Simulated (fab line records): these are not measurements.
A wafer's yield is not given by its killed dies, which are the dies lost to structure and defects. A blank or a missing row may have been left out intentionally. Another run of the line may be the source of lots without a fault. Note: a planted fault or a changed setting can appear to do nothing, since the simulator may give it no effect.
Which tool is to blame? || flow n5 finfet || 24 lots with 72 wafers sampled at 6 steps, on a route of 1938 steps

WHAT THE GAUGES SHOWED, per wafer
N5_BEOL_M3_OCD_MEAS_38.
{"lot": "L074", "measured": "day 6 22:13", "on": "ocd-02", "trench depth nm (nm)": "55.8 55.0 56.8"}
{"lot": "L075", "measured": "day 7 14:39", "on": "ocd-02", "trench depth nm (nm)": "54.8 55.8 56.1"}
{"lot": "L077", "measured": "day 7 17:42", "on": "ocd-01", "trench depth nm (nm)": "56.7 56.8 54.9"}
{"lot": "L076", "measured": "day 8 03:44", "on": "ocd-01", "trench depth nm (nm)": "57.1 53.7 57.0"}
{"lot": "L078", "measured": "day 8 05:25", "on": "ocd-02", "trench depth nm (nm)": "56.6 54.8 56.4"}
{"lot": "L079", "measured": "day 8 06:37", "on": "ocd-02", "trench depth nm (nm)": "54.8 55.2 56.9"}
{"lot": "L080", "measured": "day 8 08:52", "on": "ocd-02", "trench depth nm (nm)": "55.9 54.1 55.2"}
{"lot": "L081", "measured": "day 9 22:09", "on": "ocd-02", "trench depth nm (nm)": "56.4 56.2 56.2"}
{"lot": "L084", "measured": "day 9 22:11", "on": "ocd-01", "trench depth nm (nm)": "56.0 54.5 54.2"}
{"lot": "L083", "measured": "day 10 02:10", "on": "ocd-01", "trench depth nm (nm)": "57.5 55.1 55.1"}
{"lot": "L082", "measured": "day 10 02:28", "on": "ocd-01", "trench depth nm (nm)": "55.7 54.2 53.8"}
{"lot": "L085", "measured": "day 10 04:56", "on": "ocd-01", "trench depth nm (nm)": "54.8 54.6 54.7"}
{"lot": "L086", "measured": "day 10 10:36", "on": "ocd-02", "trench depth nm (nm)": "54.5 54.1 54.5"}
{"lot": "L087", "measured": "day 10 16:58", "on": "ocd-02", "trench depth nm (nm)": "54.5 56.4 55.3"}
{"lot": "L088", "measured": "day 10 20:57", "on": "ocd-01", "trench depth nm (nm)": "55.5 55.3 56.4"}
{"lot": "L089", "measured": "day 11 07:02", "on": "ocd-02", "trench depth nm (nm)": "55.0 54.2 55.8"}
{"lot": "L090", "measured": "day 11 15:03", "on": "ocd-02", "trench depth nm (nm)": "54.8 54.5 56.1"}
{"lot": "L092", "measured": "day 12 00:59", "on": "ocd-02", "trench depth nm (nm)": "54.0 55.8 54.3"}
{"lot": "L091", "measured": "day 12 06:04", "on": "ocd-01", "trench depth nm (nm)": "56.5 55.6 56.9"}
{"lot": "L093", "measured": "day 12 06:08", "on": "ocd-02", "trench depth nm (nm)": "55.4 55.6 54.5"}
{"lot": "L094", "measured": "day 12 09:05", "on": "ocd-01", "trench depth nm (nm)": "55.8 56.4 55.9"}
{"lot": "L095", "measured": "day 12 19:06", "on": "ocd-02", "trench depth nm (nm)": "54.8 54.9 56.3"}
{"lot": "L096", "measured": "day 12 21:35", "on": "ocd-01", "trench depth nm (nm)": "55.9 54.5 56.5"}
{"lot": "L097", "measured": "day 13 01:36", "on": "ocd-01", "trench depth nm (nm)": "54.3 56.0 56.3"}

TOOL THAT RAN EACH LOT (tool first, then ch and the chambers of the sampled wafers, then the start)
{"lot": "L074", "N5_BEOL_M2_SPUTTER_92": "pvd sputter-01, day 6 17:55", "N5_BEOL_M2_SPUTTER_94": "pvd sputter-01, day 6 18:08", "N5_BEOL_M2_ANNEAL_95": "pvd sputter-01, day 6 18:13", "N5_BEOL_M2_PRE_CLEAN_60": "cvd co-01 ch 0,2, day 6 19:11", "N5_BEOL_M2_CO_CAP_55": "cvd co-01 ch 0,2, day 6 19:13"}
{"lot": "L075", "N5_BEOL_M2_SPUTTER_92": "pvd sputter-02, day 7 08:45", "N5_BEOL_M2_SPUTTER_94": "pvd sputter-02, day 7 08:58", "N5_BEOL_M2_ANNEAL_95": "pvd sputter-02, day 7 09:03", "N5_BEOL_M2_PRE_CLEAN_60": "cvd co-01 ch 1,2, day 7 10:08", "N5_BEOL_M2_CO_CAP_55": "cvd co-01 ch 1,2, day 7 10:11"}
{"lot": "L077", "N5_BEOL_M2_SPUTTER_92": "pvd sputter-01, day 7 13:38", "N5_BEOL_M2_SPUTTER_94": "pvd sputter-01, day 7 13:51", "N5_BEOL_M2_ANNEAL_95": "pvd sputter-01, day 7 13:56", "N5_BEOL_M2_PRE_CLEAN_60": "cvd co-01 ch 0,1,2, day 7 14:53", "N5_BEOL_M2_CO_CAP_55": "cvd co-01 ch 0,1,2, day 7 14:56"}
{"lot": "L076", "N5_BEOL_M2_SPUTTER_92": "pvd sputter-02, day 7 23:09", "N5_BEOL_M2_SPUTTER_94": "pvd sputter-02, day 7 23:22", "N5_BEOL_M2_ANNEAL_95": "pvd sputter-02, day 7 23:27", "N5_BEOL_M2_PRE_CLEAN_60": "cvd co-01 ch 0,1,2, day 8 00:25", "N5_BEOL_M2_CO_CAP_55": "cvd co-01 ch 0,1,2, day 8 00:28"}
{"lot": "L078", "N5_BEOL_M2_SPUTTER_92": "pvd sputter-03, day 8 00:46", "N5_BEOL_M2_SPUTTER_94": "pvd sputter-03, day 8 00:59", "N5_BEOL_M2_ANNEAL_95": "pvd sputter-03, day 8 01:04", "N5_BEOL_M2_PRE_CLEAN_60": "cvd co-02 ch 0,1,2, day 8 02:02", "N5_BEOL_M2_CO_CAP_55": "cvd co-02 ch 0,1,2, day 8 02:04"}
{"lot": "L079", "N5_BEOL_M2_SPUTTER_92": "pvd sputter-01, day 8 02:13", "N5_BEOL_M2_SPUTTER_94": "pvd sputter-01, day 8 02:26", "N5_BEOL_M2_ANNEAL_95": "pvd sputter-01, day 8 02:31", "N5_BEOL_M2_PRE_CLEAN_60": "cvd co-01 ch 0,1,2, day 8 03:50", "N5_BEOL_M2_CO_CAP_55": "cvd co-01 ch 0,1,2, day 8 03:53"}
{"lot": "L080", "N5_BEOL_M2_SPUTTER_92": "pvd sputter-03, day 8 04:53", "N5_BEOL_M2_SPUTTER_94": "pvd sputter-03, day 8 05:06", "N5_BEOL_M2_ANNEAL_95": "pvd sputter-03, day 8 05:11", "N5_BEOL_M2_PRE_CLEAN_60": "cvd co-02 ch 0,1,2, day 8 06:10", "N5_BEOL_M2_CO_CAP_55": "cvd co-02 ch 0,1,2, day 8 06:12"}
{"lot": "L081", "N5_BEOL_M2_SPUTTER_92": "pvd sputter-02, day 9 15:11", "N5_BEOL_M2_SPUTTER_94": "pvd sputter-02, day 9 15:24", "N5_BEOL_M2_ANNEAL_95": "pvd sputter-02, day 9 15:29", "N5_BEOL_M2_PRE_CLEAN_60": "cvd co-01 ch 0,1,2, day 9 16:55", "N5_BEOL_M2_CO_CAP_55": "cvd co-01 ch 0,1,2, day 9 16:57"}
{"lot": "L084", "N5_BEOL_M2_SPUTTER_92": "pvd sputter-03, day 9 15:27", "N5_BEOL_M2_SPUTTER_94": "pvd sputter-03, day 9 15:40", "N5_BEOL_M2_ANNEAL_95": "pvd sputter-03, day 9 15:45", "N5_BEOL_M2_PRE_CLEAN_60": "cvd co-02 ch 0,2, day 9 16:55", "N5_BEOL_M2_CO_CAP_55": "cvd co-02 ch 0,2, day 9 16:58"}
{"lot": "L083", "N5_BEOL_M2_SPUTTER_92": "pvd sputter-01, day 9 18:03", "N5_BEOL_M2_SPUTTER_94": "pvd sputter-01, day 9 18:16", "N5_BEOL_M2_ANNEAL_95": "pvd sputter-01, day 9 18:21", "N5_BEOL_M2_PRE_CLEAN_60": "cvd co-01 ch 0,2, day 9 19:32", "N5_BEOL_M2_CO_CAP_55": "cvd co-01 ch 0,2, day 9 19:34"}
{"lot": "L082", "N5_BEOL_M2_SPUTTER_92": "pvd sputter-02, day 9 20:07", "N5_BEOL_M2_SPUTTER_94": "pvd sputter-02, day 9 20:20", "N5_BEOL_M2_ANNEAL_95": "pvd sputter-02, day 9 20:25", "N5_BEOL_M2_PRE_CLEAN_60": "cvd co-02 ch 0,1,2, day 9 21:23", "N5_BEOL_M2_CO_CAP_55": "cvd co-02 ch 0,1,2, day 9 21:25"}
{"lot": "L085", "N5_BEOL_M2_SPUTTER_92": "pvd sputter-01, day 9 21:47", "N5_BEOL_M2_SPUTTER_94": "pvd sputter-01, day 9 22:01", "N5_BEOL_M2_ANNEAL_95": "pvd sputter-01, day 9 22:05", "N5_BEOL_M2_PRE_CLEAN_60": "cvd co-02 ch 0,1, day 9 23:19", "N5_BEOL_M2_CO_CAP_55": "cvd co-02 ch 0,1, day 9 23:22"}
{"lot": "L086", "N5_BEOL_M2_SPUTTER_92": "pvd sputter-01, day 10 04:23", "N5_BEOL_M2_SPUTTER_94": "pvd sputter-01, day 10 04:36", "N5_BEOL_M2_ANNEAL_95": "pvd sputter-01, day 10 04:41", "N5_BEOL_M2_PRE_CLEAN_60": "cvd co-01 ch 0,1,2, day 10 05:39", "N5_BEOL_M2_CO_CAP_55": "cvd co-01 ch 0,1,2, day 10 05:41"}
{"lot": "L087", "N5_BEOL_M2_SPUTTER_92": "pvd sputter-03, day 10 10:34", "N5_BEOL_M2_SPUTTER_94": "pvd sputter-03, day 10 10:47", "N5_BEOL_M2_ANNEAL_95": "pvd sputter-03, day 10 10:52", "N5_BEOL_M2_PRE_CLEAN_60": "cvd co-01 ch 0,2, day 10 11:50", "N5_BEOL_M2_CO_CAP_55": "cvd co-01 ch 0,2, day 10 11:52"}
{"lot": "L088", "N5_BEOL_M2_SPUTTER_92": "pvd sputter-01, day 10 12:32", "N5_BEOL_M2_SPUTTER_94": "pvd sputter-01, day 10 12:46", "N5_BEOL_M2_ANNEAL_95": "pvd sputter-01, day 10 12:50", "N5_BEOL_M2_PRE_CLEAN_60": "cvd co-02 ch 0,1,2, day 10 13:48", "N5_BEOL_M2_CO_CAP_55": "cvd co-02 ch 0,1,2, day 10 13:50"}
{"lot": "L089", "N5_BEOL_M2_SPUTTER_92": "pvd sputter-01, day 10 16:32", "N5_BEOL_M2_SPUTTER_94": "pvd sputter-01, day 10 16:46", "N5_BEOL_M2_ANNEAL_95": "pvd sputter-01, day 10 16:50", "N5_BEOL_M2_PRE_CLEAN_60": "cvd co-02 ch 0,1,2, day 10 18:03", "N5_BEOL_M2_CO_CAP_55": "cvd co-02 ch 0,1,2, day 10 18:05"}
{"lot": "L090", "N5_BEOL_M2_SPUTTER_92": "pvd sputter-01, day 11 09:10", "N5_BEOL_M2_SPUTTER_94": "pvd sputter-01, day 11 09:23", "N5_BEOL_M2_ANNEAL_95": "pvd sputter-01, day 11 09:28", "N5_BEOL_M2_PRE_CLEAN_60": "cvd co-01 ch 0,1,2, day 11 10:26", "N5_BEOL_M2_CO_CAP_55": "cvd co-01 ch 0,1,2, day 11 10:29"}
{"lot": "L092", "N5_BEOL_M2_SPUTTER_92": "pvd sputter-02, day 11 14:46", "N5_BEOL_M2_SPUTTER_94": "pvd sputter-02, day 11 14:59", "N5_BEOL_M2_ANNEAL_95": "pvd sputter-02, day 11 15:04", "N5_BEOL_M2_PRE_CLEAN_60": "cvd co-02 ch 0,1,2, day 11 16:01", "N5_BEOL_M2_CO_CAP_55": "cvd co-02 ch 0,1,2, day 11 16:04"}
{"lot": "L091", "N5_BEOL_M2_SPUTTER_92": "pvd sputter-03, day 11 19:42", "N5_BEOL_M2_SPUTTER_94": "pvd sputter-03, day 11 19:55", "N5_BEOL_M2_ANNEAL_95": "pvd sputter-03, day 11 20:00", "N5_BEOL_M2_PRE_CLEAN_60": "cvd co-01 ch 0,1,2, day 11 21:05", "N5_BEOL_M2_CO_CAP_55": "cvd co-01 ch 0,1,2, day 11 21:07"}
{"lot": "L093", "N5_BEOL_M2_SPUTTER_92": "pvd sputter-02, day 11 20:50", "N5_BEOL_M2_SPUTTER_94": "pvd sputter-02, day 11 21:03", "N5_BEOL_M2_ANNEAL_95": "pvd sputter-02, day 11 21:08", "N5_BEOL_M2_PRE_CLEAN_60": "cvd co-02 ch 0,1, day 11 22:17", "N5_BEOL_M2_CO_CAP_55": "cvd co-02 ch 0,1, day 11 22:19"}
{"lot": "L094", "N5_BEOL_M2_SPUTTER_92": "pvd sputter-02, day 11 23:59", "N5_BEOL_M2_SPUTTER_94": "pvd sputter-02, day 12 00:13", "N5_BEOL_M2_ANNEAL_95": "pvd sputter-02, day 12 00:17", "N5_BEOL_M2_PRE_CLEAN_60": "cvd co-01 ch 1,2, day 12 01:15", "N5_BEOL_M2_CO_CAP_55": "cvd co-01 ch 1,2, day 12 01:17"}
{"lot": "L095", "N5_BEOL_M2_SPUTTER_92": "pvd sputter-03, day 12 11:54", "N5_BEOL_M2_SPUTTER_94": "pvd sputter-03, day 12 12:07", "N5_BEOL_M2_ANNEAL_95": "pvd sputter-03, day 12 12:12", "N5_BEOL_M2_PRE_CLEAN_60": "cvd co-02 ch 1,2, day 12 13:10", "N5_BEOL_M2_CO_CAP_55": "cvd co-02 ch 1,2, day 12 13:12"}
{"lot": "L096", "N5_BEOL_M2_SPUTTER_92": "pvd sputter-02, day 12 15:09", "N5_BEOL_M2_SPUTTER_94": "pvd sputter-02, day 12 15:22", "N5_BEOL_M2_ANNEAL_95": "pvd sputter-02, day 12 15:27", "N5_BEOL_M2_PRE_CLEAN_60": "cvd co-01 ch 0,1,2, day 12 16:25", "N5_BEOL_M2_CO_CAP_55": "cvd co-01 ch 0,1,2, day 12 16:28"}
{"lot": "L097", "N5_BEOL_M2_SPUTTER_92": "pvd sputter-01, day 12 18:17", "N5_BEOL_M2_SPUTTER_94": "pvd sputter-01, day 12 18:31", "N5_BEOL_M2_ANNEAL_95": "pvd sputter-01, day 12 18:35", "N5_BEOL_M2_PRE_CLEAN_60": "cvd co-02 ch 0,2, day 12 19:53", "N5_BEOL_M2_CO_CAP_55": "cvd co-02 ch 0,2, day 12 19:55"}
- N5_BEOL_M2_SPUTTER_92: material Cu, target thk 4.5 nm, time 8.29 s.
- N5_BEOL_M2_SPUTTER_94: material Cu, target thk 4.5 nm, time 8.29 s.
- N5_BEOL_M2_ANNEAL_95: time 240 s.
- N5_BEOL_M2_PRE_CLEAN_60: time 15 s.
- N5_BEOL_M2_CO_CAP_55: material Co, precursor CCTBA/H2, target thk 2 nm, time 102.1 s.

WHAT THE TOOLS THEMSELVES READ (means of the sampled wafers that have a number; where no wafer has one, the mark that the record gives instead)
N5_BEOL_M2_SPUTTER_92.
{"lot": "L074", "tool": "pvd sputter-01", "chuck gas flow sccm (sccm)": 1.28, "throttle valve pct (%)": 30.1}
{"lot": "L075", "tool": "pvd sputter-02", "chuck gas flow sccm (sccm)": 1.24, "throttle valve pct (%)": 28.4}
{"lot": "L077", "tool": "pvd sputter-01", "chuck gas flow sccm (sccm)": 1.27, "throttle valve pct (%)": 30.3}
{"lot": "L076", "tool": "pvd sputter-02", "chuck gas flow sccm (sccm)": 1.29, "throttle valve pct (%)": 29.4}
{"lot": "L078", "tool": "pvd sputter-03", "chuck gas flow sccm (sccm)": 1.26, "throttle valve pct (%)": 30.0}
{"lot": "L079", "tool": "pvd sputter-01", "chuck gas flow sccm (sccm)": 1.27, "throttle valve pct (%)": 29.6}
{"lot": "L080", "tool": "pvd sputter-03", "chuck gas flow sccm (sccm)": 1.26, "throttle valve pct (%)": 29.5}
{"lot": "L081", "tool": "pvd sputter-02", "chuck gas flow sccm (sccm)": 1.24, "throttle valve pct (%)": 29.6}
{"lot": "L084", "tool": "pvd sputter-03", "chuck gas flow sccm (sccm)": 1.27, "throttle valve pct (%)": 30.0}
{"lot": "L083", "tool": "pvd sputter-01", "chuck gas flow sccm (sccm)": 1.26, "throttle valve pct (%)": 29.5}
{"lot": "L082", "tool": "pvd sputter-02", "chuck gas flow sccm (sccm)": 1.22, "throttle valve pct (%)": 30.2}
{"lot": "L085", "tool": "pvd sputter-01", "chuck gas flow sccm (sccm)": 1.22, "throttle valve pct (%)": 30.3}
{"lot": "L086", "tool": "pvd sputter-01", "chuck gas flow sccm (sccm)": 1.25, "throttle valve pct (%)": 30.0}
{"lot": "L087", "tool": "pvd sputter-03", "chuck gas flow sccm (sccm)": 1.27, "throttle valve pct (%)": 29.7}
{"lot": "L088", "tool": "pvd sputter-01", "chuck gas flow sccm (sccm)": 1.31, "throttle valve pct (%)": 29.3}
{"lot": "L089", "tool": "pvd sputter-01", "chuck gas flow sccm (sccm)": 1.30, "throttle valve pct (%)": 30.5}
{"lot": "L090", "tool": "pvd sputter-01", "chuck gas flow sccm (sccm)": 1.22, "throttle valve pct (%)": 30.1}
{"lot": "L092", "tool": "pvd sputter-02", "chuck gas flow sccm (sccm)": 1.22, "throttle valve pct (%)": 29.1}
{"lot": "L091", "tool": "pvd sputter-03", "chuck gas flow sccm (sccm)": 1.26, "throttle valve pct (%)": 30.3}
{"lot": "L093", "tool": "pvd sputter-02", "chuck gas flow sccm (sccm)": 1.24, "throttle valve pct (%)": 29.4}
{"lot": "L094", "tool": "pvd sputter-02", "chuck gas flow sccm (sccm)": 1.23, "throttle valve pct (%)": 29.5}
{"lot": "L095", "tool": "pvd sputter-03", "chuck gas flow sccm (sccm)": 1.29, "throttle valve pct (%)": 29.1}
{"lot": "L096", "tool": "pvd sputter-02", "chuck gas flow sccm (sccm)": 1.27, "throttle valve pct (%)": 29.7}
{"lot": "L097", "tool": "pvd sputter-01", "chuck gas flow sccm (sccm)": 1.23, "throttle valve pct (%)": 29.9}

N5_BEOL_M2_SPUTTER_94.
{"lot": "L074", "tool": "pvd sputter-01", "chuck gas flow sccm (sccm)": 1.26, "throttle valve pct (%)": 30.3}
{"lot": "L075", "tool": "pvd sputter-02", "chuck gas flow sccm (sccm)": 1.27, "throttle valve pct (%)": 28.5}
{"lot": "L077", "tool": "pvd sputter-01", "chuck gas flow sccm (sccm)": 1.24, "throttle valve pct (%)": 30.3}
{"lot": "L076", "tool": "pvd sputter-02", "chuck gas flow sccm (sccm)": 1.23, "throttle valve pct (%)": 29.5}
{"lot": "L078", "tool": "pvd sputter-03", "chuck gas flow sccm (sccm)": 1.26, "throttle valve pct (%)": 30.1}
{"lot": "L079", "tool": "pvd sputter-01", "chuck gas flow sccm (sccm)": 1.32, "throttle valve pct (%)": 29.5}
{"lot": "L080", "tool": "pvd sputter-03", "chuck gas flow sccm (sccm)": 1.25, "throttle valve pct (%)": 29.6}
{"lot": "L081", "tool": "pvd sputter-02", "chuck gas flow sccm (sccm)": 1.26, "throttle valve pct (%)": 29.5}
{"lot": "L084", "tool": "pvd sputter-03", "chuck gas flow sccm (sccm)": 1.25, "throttle valve pct (%)": 30.0}
{"lot": "L083", "tool": "pvd sputter-01", "chuck gas flow sccm (sccm)": 1.27, "throttle valve pct (%)": 29.6}
{"lot": "L082", "tool": "pvd sputter-02", "chuck gas flow sccm (sccm)": 1.23, "throttle valve pct (%)": 30.3}
{"lot": "L085", "tool": "pvd sputter-01", "chuck gas flow sccm (sccm)": 1.24, "throttle valve pct (%)": 30.3}
{"lot": "L086", "tool": "pvd sputter-01", "chuck gas flow sccm (sccm)": 1.31, "throttle valve pct (%)": 29.9}
{"lot": "L087", "tool": "pvd sputter-03", "chuck gas flow sccm (sccm)": 1.22, "throttle valve pct (%)": 29.8}
{"lot": "L088", "tool": "pvd sputter-01", "chuck gas flow sccm (sccm)": 1.25, "throttle valve pct (%)": 29.4}
{"lot": "L089", "tool": "pvd sputter-01", "chuck gas flow sccm (sccm)": 1.28, "throttle valve pct (%)": 30.7}
{"lot": "L090", "tool": "pvd sputter-01", "chuck gas flow sccm (sccm)": 1.34, "throttle valve pct (%)": 30.1}
{"lot": "L092", "tool": "pvd sputter-02", "chuck gas flow sccm (sccm)": 1.28, "throttle valve pct (%)": 29.0}
{"lot": "L091", "tool": "pvd sputter-03", "chuck gas flow sccm (sccm)": 1.27, "throttle valve pct (%)": 30.2}
{"lot": "L093", "tool": "pvd sputter-02", "chuck gas flow sccm (sccm)": 1.27, "throttle valve pct (%)": 29.6}
{"lot": "L094", "tool": "pvd sputter-02", "chuck gas flow sccm (sccm)": 1.25, "throttle valve pct (%)": 29.4}
{"lot": "L095", "tool": "pvd sputter-03", "chuck gas flow sccm (sccm)": 1.25, "throttle valve pct (%)": 28.9}
{"lot": "L096", "tool": "pvd sputter-02", "chuck gas flow sccm (sccm)": 1.28, "throttle valve pct (%)": 29.9}
{"lot": "L097", "tool": "pvd sputter-01", "chuck gas flow sccm (sccm)": 1.27, "throttle valve pct (%)": 29.9}

N5_BEOL_M2_ANNEAL_95.
{"lot": "L074", "tool": "pvd sputter-01", "heater power w (W)": 797}
{"lot": "L075", "tool": "pvd sputter-02", "heater power w (W)": 845}
{"lot": "L077", "tool": "pvd sputter-01", "heater power w (W)": 708}
{"lot": "L076", "tool": "pvd sputter-02", "heater power w (W)": 835}
{"lot": "L078", "tool": "pvd sputter-03", "heater power w (W)": 799}
{"lot": "L079", "tool": "pvd sputter-01", "heater power w (W)": 794}
{"lot": "L080", "tool": "pvd sputter-03", "heater power w (W)": 745}
{"lot": "L081", "tool": "pvd sputter-02", "heater power w (W)": 852}
{"lot": "L084", "tool": "pvd sputter-03", "heater power w (W)": 796}
{"lot": "L083", "tool": "pvd sputter-01", "heater power w (W)": 702}
{"lot": "L082", "tool": "pvd sputter-02", "heater power w (W)": 857}
{"lot": "L085", "tool": "pvd sputter-01", "heater power w (W)": 727}
{"lot": "L086", "tool": "pvd sputter-01", "heater power w (W)": 749}
{"lot": "L087", "tool": "pvd sputter-03", "heater power w (W)": 817}
{"lot": "L088", "tool": "pvd sputter-01", "heater power w (W)": 835}
{"lot": "L089", "tool": "pvd sputter-01", "heater power w (W)": 769}
{"lot": "L090", "tool": "pvd sputter-01", "heater power w (W)": 825}
{"lot": "L092", "tool": "pvd sputter-02", "heater power w (W)": 871}
{"lot": "L091", "tool": "pvd sputter-03", "heater power w (W)": 760}
{"lot": "L093", "tool": "pvd sputter-02", "heater power w (W)": 875}
{"lot": "L094", "tool": "pvd sputter-02", "heater power w (W)": 817}
{"lot": "L095", "tool": "pvd sputter-03", "heater power w (W)": 776}
{"lot": "L096", "tool": "pvd sputter-02", "heater power w (W)": 842}
{"lot": "L097", "tool": "pvd sputter-01", "heater power w (W)": 738}

N5_BEOL_M2_PRE_CLEAN_60.
{"lot": "L074", "tool": "cvd co-01", "heater power w (W)": 54}
{"lot": "L075", "tool": "cvd co-01", "heater power w (W)": 66}
{"lot": "L077", "tool": "cvd co-01", "heater power w (W)": 62}
{"lot": "L076", "tool": "cvd co-01", "heater power w (W)": 64}
{"lot": "L078", "tool": "cvd co-02", "heater power w (W)": 76}
{"lot": "L079", "tool": "cvd co-01", "heater power w (W)": 63}
{"lot": "L080", "tool": "cvd co-02", "heater power w (W)": 76}
{"lot": "L081", "tool": "cvd co-01", "heater power w (W)": 63}
{"lot": "L084", "tool": "cvd co-02", "heater power w (W)": 91}
{"lot": "L083", "tool": "cvd co-01", "heater power w (W)": 60}
{"lot": "L082", "tool": "cvd co-02", "heater power w (W)": 77}
{"lot": "L085", "tool": "cvd co-02", "heater power w (W)": 84}
{"lot": "L086", "tool": "cvd co-01", "heater power w (W)": 63}
{"lot": "L087", "tool": "cvd co-01", "heater power w (W)": 53}
{"lot": "L088", "tool": "cvd co-02", "heater power w (W)": 76}
{"lot": "L089", "tool": "cvd co-02", "heater power w (W)": 77}
{"lot": "L090", "tool": "cvd co-01", "heater power w (W)": 63}
{"lot": "L092", "tool": "cvd co-02", "heater power w (W)": 77}
{"lot": "L091", "tool": "cvd co-01", "heater power w (W)": 63}
{"lot": "L093", "tool": "cvd co-02", "heater power w (W)": 68}
{"lot": "L094", "tool": "cvd co-01", "heater power w (W)": 67}
{"lot": "L095", "tool": "cvd co-02", "heater power w (W)": 73}
{"lot": "L096", "tool": "cvd co-01", "heater power w (W)": 64}
{"lot": "L097", "tool": "cvd co-02", "heater power w (W)": 92}

N5_BEOL_M2_CO_CAP_55.
{"lot": "L074", "tool": "cvd co-01", "heater power w (W)": 194}
{"lot": "L075", "tool": "cvd co-01", "heater power w (W)": 211}
{"lot": "L077", "tool": "cvd co-01", "heater power w (W)": 210}
{"lot": "L076", "tool": "cvd co-01", "heater power w (W)": 211}
{"lot": "L078", "tool": "cvd co-02", "heater power w (W)": 222}
{"lot": "L079", "tool": "cvd co-01", "heater power w (W)": 212}
{"lot": "L080", "tool": "cvd co-02", "heater power w (W)": 225}
{"lot": "L081", "tool": "cvd co-01", "heater power w (W)": 208}
{"lot": "L084", "tool": "cvd co-02", "heater power w (W)": 246}
{"lot": "L083", "tool": "cvd co-01", "heater power w (W)": 205}
{"lot": "L082", "tool": "cvd co-02", "heater power w (W)": 228}
{"lot": "L085", "tool": "cvd co-02", "heater power w (W)": 236}
{"lot": "L086", "tool": "cvd co-01", "heater power w (W)": 209}
{"lot": "L087", "tool": "cvd co-01", "heater power w (W)": 197}
{"lot": "L088", "tool": "cvd co-02", "heater power w (W)": 223}
{"lot": "L089", "tool": "cvd co-02", "heater power w (W)": 227}
{"lot": "L090", "tool": "cvd co-01", "heater power w (W)": 210}
{"lot": "L092", "tool": "cvd co-02", "heater power w (W)": 224}
{"lot": "L091", "tool": "cvd co-01", "heater power w (W)": 210}
{"lot": "L093", "tool": "cvd co-02", "heater power w (W)": 217}
{"lot": "L094", "tool": "cvd co-01", "heater power w (W)": 215}
{"lot": "L095", "tool": "cvd co-02", "heater power w (W)": 219}
{"lot": "L096", "tool": "cvd co-01", "heater power w (W)": 205}
{"lot": "L097", "tool": "cvd co-02", "heater power w (W)": 248}

THE ANSWER, worked out from the rows above alone
Rule: the usual values come from the lots themselves. The widest of any qualifying gaps counts: lots, ordered by their means at a reading, are off when they make up no more than a third of the lots, leave a main group of 4 or more, and stand apart from it by 3 or more times the standard deviation of that group's means. If all means in a main group match to the digits the tables above print for the reading, that group is not used. A lot without any number at a reading at which 4 lots or more have one is off too. Where the step has rows for the other lots, those lots are counted as sound. The gauges are gone through in route order, then the tools' own readings, and for those a lot's mean is taken as printed above. The first step at which some lot is off is used, and at that step the reading that is off furthest; a lot without a number counts as furthest.
Nothing can be told from this: no lot is off at any reading shown.

WHAT THE SIMULATOR PUT IN
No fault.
